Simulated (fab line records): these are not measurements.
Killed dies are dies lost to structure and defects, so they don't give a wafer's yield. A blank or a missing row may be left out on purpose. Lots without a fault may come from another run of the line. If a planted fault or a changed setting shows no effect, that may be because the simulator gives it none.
Struck lot and sound lot, side by side    flow n5_finfet    14 out of 1938 route steps
Sound: the wafers L642.1, L642.5, L642.6. Struck: wafer L655.4 (left out: L655.1, L655.3 of the same lot, which were not struck); the cause appears at the end.
Order at every step that has rows: each side's tool, ch and its chambers, its first start. Under that, the readings that differ: sound wafers    struck wafers    difference of the means    sigmas: that difference in standard deviations of wafers without a fault.
alike: readings whose means differ by less than 2 such deviations, and words and numbers that are the same on both sides. not compared: withheld readings, readings that some wafer has no value for, bounds like >300 that may hide the same value, and numbers for which the record gives no deviation and whose values overlap.
Wherever a step has rows on one side only, a row that says differs or no value, or a row with sigmas, the two part there. When numbers do not overlap yet have no deviation, they are printed without sigmas and do not part them. Lack of a reading on every wafer of one side parts them only where that side has two or more wafers.

first, 8 steps without rows for these wafers: N5_BEOL_M14_COAT_58 (time 60 s, resist thk 89 nm); N5_BEOL_M14_COAT_04 (resist thk 800 nm); N5_BEOL_M14_EBR_06; N5_BEOL_M14_SOFTBAKE_05 (time 60 s); N5_BEOL_M14_EXPOSE_07 (exposes mask V13); N5_BEOL_M14_PEB_08 (peb time 90 s); N5_BEOL_M14_DEVELOP_09 (develop time 45 s); N5_BEOL_M14_HARDBAKE_14 (time 120 s).
N5_BEOL_M14_CD_MEAS_10 targets a cd of 250 nm.
  sound on cd_sem-02 ch 0, day 13 17:11; struck on cd_sem-01 ch 0, day 17 09:54
  alike: cd_nm
N5_BEOL_M14_OVL_MEAS_11:
  sound on overlay-01 ch 0, day 13 17:13; struck on overlay-01 ch 0, day 17 09:56
  alike: V13_OVL
N5_BEOL_M14_INSPECT_12: inspects for defects (macro).
  sound: defect_inspect-01 at day 13 17:14; struck: defect_inspect-02 at day 17 09:58
  alike: raw_defect_count
N5_BEOL_M14_DESCUM_15: chemistry O2, time 7.9 s.
  sound on rie_diel-06 ch 1,2,3, day 13 17:16; struck on rie_diel-04 ch 1, day 17 10:02
  alike: drypump_motor_current_A, oes_product_au, rf_vpp_V, showerhead_plenum_p_Torr, throttle_valve_pct
  not compared: rf_hours_counter_h
N5_BEOL_M14_ETCH_59: etches BARC in N2/H2, target depth 89 nm, overetch 26.7 nm, time 67.9 s.
  sound on rie_diel-06 ch 1,2,3, day 13 17:18; struck on rie_diel-04 ch 1, day 17 10:04
reading           sound           struck  difference  sigmas
run_length_s (s)  91.2 91.2 90.4  88.2    -2.7        -6
  alike: drypump_motor_current_A, oes_product_au, rf_vpp_V, showerhead_plenum_p_Torr, throttle_valve_pct
  not compared: rf_hours_counter_h
N5_BEOL_M14_VIA_ETCH_16: etches SiO2 in C4F8/O2/Ar, target depth 1231.3 nm.
  sound on rie_diel-06 ch 1,2,3, day 13 17:21; struck on rie_diel-04 ch 1, day 17 10:07
  alike: drypump_motor_current_A, oes_product_au, rf_vpp_V, showerhead_plenum_p_Torr, throttle_valve_pct

WHERE THEY PART
Within this record, at N5_BEOL_M14_ETCH_59 only. Later steps at which nothing parts them and some readings are alike: N5_BEOL_M14_VIA_ETCH_16.

WHY: the cause the simulator had injected
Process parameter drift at N5_BEOL_M14_ETCH_59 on rie_diel-04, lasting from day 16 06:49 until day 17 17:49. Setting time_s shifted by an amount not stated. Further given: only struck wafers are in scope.
